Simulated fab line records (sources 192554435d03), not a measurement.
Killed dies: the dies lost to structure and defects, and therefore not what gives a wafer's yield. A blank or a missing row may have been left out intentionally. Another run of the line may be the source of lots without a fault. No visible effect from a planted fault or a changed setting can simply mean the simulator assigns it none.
Problem report, 8D (eight disciplines) form, completed by code -- flow n5 finfet -- the parts of the form that need people (team, actions taken, sign-off) are left out

== 1. THE ISSUE ==
spin speed rpm at N5_BEOL_M6_COAT_05 reads a mean of 1459.3 rpm on 6 wafers of 2 lots; wafers without a fault read 1500.0 rpm with a standard deviation of 0.99. That puts it -41 standard deviations away from the usual mean.
The step: resist thk 90 nm.
The first sign was on wafer L538.2 at day 12 02:33, on litho track-02. Wafers with a number at this step in the record: 36, from 12 lots. The rule behind "out" and "out of limits": a value lying over 4 standard deviations away from the usual mean. All remaining wafers that have a number are taken as sound.

== 2. WHAT IT IS; WHAT IT IS NOT ==
question,is,is not
which readings at this step,spin speed rpm,dispense pressure kPa
which lots,"L538, L540","L528, L529, L530, L532, L533, L541, L546, L548, L549, L551"
which wafers of those lots,all that have a number,-
read on which tools,litho track-02,"litho track-01, litho track-04"
when,from day 12 02:33,"up to then (15 sound wafers); but 15 sound wafers of L541, L546, L548, L549, L551 came after"

== 3. SUSPECTS, AND WHAT RULES EACH OUT ==
Counting: a tool at any process step up to the reading remains a suspect when it ran all the lots that are out and ran no sound lot after the first of those.
- pecvd-04 at N5_BEOL_M5_DEP_56 (deposits SiCN from 3MS/NH3, target thk 8 nm, time 14 s): ruled out as a lasting fault. After its first lot that is out, L538 (day 12 00:44), sound lots L541, L546, L548 ran on it.
- litho track-02 at N5_BEOL_M6_COAT_05 (resist thk 90 nm): kept. All lots that are out passed through it, beginning with L538 at day 12 02:33, and no sound lot followed; its final sound lot before that point was L530 at day 9 17:59. On those wafers its own readings are out: spin speed rpm.
The count leaves litho track-02 at N5_BEOL_M6_COAT_05.

== 4. THE CAUSE (what the simulator had put in) ==
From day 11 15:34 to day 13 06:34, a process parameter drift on litho track-02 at N5_BEOL_M6_COAT_05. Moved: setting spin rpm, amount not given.
After counting, this tool was the only one left.

== 5. THE EFFECT CHAIN, in route order ==
Each row: a reading whose mean over the struck wafers that have a number lies more than 3 standard deviations from the usual. Readings are gone through only where the record gives a usual standard deviation; hours: the median, over the lots, of the time from a lot's start at the first step in this table giving one to that lot's start at this step; sigmas: the change measured in usual standard deviations.
hours,step,reading,usual,on struck wafers,change,sigmas
0,N5_BEOL_M6_COAT_05,spin speed rpm,1500.0 rpm,1459.3,-40.7,-41
The process steps in it:
- N5_BEOL_M6_COAT_05: resist thk 90 nm.

== 6. HOW IT WOULD HAVE BEEN CAUGHT EARLIER ==
11 hours passed between the start of the fault at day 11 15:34 and the first reading out of limits in this record, taken at day 12 02:33.
